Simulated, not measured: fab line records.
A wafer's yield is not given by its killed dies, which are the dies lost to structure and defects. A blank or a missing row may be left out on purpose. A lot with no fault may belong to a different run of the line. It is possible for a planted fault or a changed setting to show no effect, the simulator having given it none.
A lot that was struck, set against a sound lot -- flow n5-finfet -- 14 out of 1938 route steps
Sound: the wafers L368.3, L368.4, L368.5. Struck: wafers L366.1, L366.3, L366.5. The cause is named last.
Order at every step that has rows: each side's tool, ch and its chambers, its first start. Under that, the readings that differ: sound wafers -- struck wafers -- difference of the means -- sigmas: that difference in standard deviations of wafers without a fault.
alike: a reading whose means differ by less than 2 such deviations, as well as words and numbers matching on both sides. not compared: withheld readings; readings where some wafer has no value; bounds like >300 that might hide an equal value; numbers whose values overlap and for which the record gives no deviation.
Wherever a step has rows on one side only, a row that says differs or no value, or a row with sigmas, the two part there. Numbers that have no deviation but don't overlap get no sigmas and don't part them. Lack of a reading on every wafer of one side parts them only where that side has two or more wafers.

N5_BEOL_M14_ETCH_59: etches BARC in N2/H2, target depth 89 nm, overetch 26.7 nm, time 67.9 s.
  sound on rie-diel-05 ch 0,1,3, day 14 13:45; struck on rie-diel-04 ch 0,2, day 13 14:10
  alike: drypump-motor-current-A, oes-product-au, rf-vpp-V, showerhead-plenum-p-Torr, throttle-valve-pct
  not compared: rf-hours-counter-h
N5_BEOL_M14_VIA_ETCH_16: etches SiO2 in C4F8/O2/Ar, target depth 1231.3 nm.
  sound on rie-diel-05 ch 0,1,3, day 14 13:48; struck on rie-diel-04 ch 0,2, day 13 14:13
  alike: drypump-motor-current-A, he-outer-torr, oes-product-au, rf-vpp-V, showerhead-plenum-p-Torr, throttle-valve-pct
N5_BEOL_M14_STRIP_63: strips in O2.
  sound on rie-diel-05 ch 0,1,3; struck on rie-diel-04 ch 0,2
  alike: drypump-motor-current-A, oes-product-au, rf-vpp-V, showerhead-plenum-p-Torr, throttle-valve-pct
  not compared: rf-hours-counter-h
N5_BEOL_M14_STRIP_64: strips in O2.
  sound on rie-diel-05 ch 0,1,3; struck on rie-diel-04 ch 0,2
  alike: drypump-motor-current-A, oes-product-au, rf-vpp-V, showerhead-plenum-p-Torr, throttle-valve-pct
  not compared: rf-hours-counter-h
then, 2 steps without rows for these wafers: N5_BEOL_M14_STRIP_71 (strips in post etch residue remover, time 60 s); N5_BEOL_M14_SRD_72 (time 30 s, dry time 30 s).
N5_BEOL_M14_CD_MEAS_17: target cd 250 nm.
  sound: cd-sem-03 at day 14 14:09; struck: cd-sem-03 at day 13 14:34
  alike: cd-nm
then, 5 steps without rows for these wafers: N5_BEOL_M14_COAT_65 (time 60 s, resist thk 450 nm); N5_BEOL_M14_COAT_66 (time 60 s, resist thk 110 nm); N5_BEOL_M14_COAT_22 (resist thk 300 nm); N5_BEOL_M14_EBR_24; N5_BEOL_M14_SOFTBAKE_23 (time 60 s).
N5_BEOL_M14_EXPOSE_25: exposes mask M14, target cd 280 nm.
  struck on krf-scanner-02, day 13 14:50; sound on krf-scanner-02 ch 0, day 14 14:19
  no value came back on the struck wafers for exposure-dose-mJ-cm2, focus-offset-nm (nm), sigma-inner; on the sound wafers exposure-dose-mJ-cm2 reads 26.595 26.592 26.555
  alike: mask
then, 1 step without rows for these wafers: N5_BEOL_M14_PEB_26 (peb time 90 s).

== WHERE THEY PART ==
Only at N5_BEOL_M14_EXPOSE_25, within this record.

WHY: what had been put in by the simulator
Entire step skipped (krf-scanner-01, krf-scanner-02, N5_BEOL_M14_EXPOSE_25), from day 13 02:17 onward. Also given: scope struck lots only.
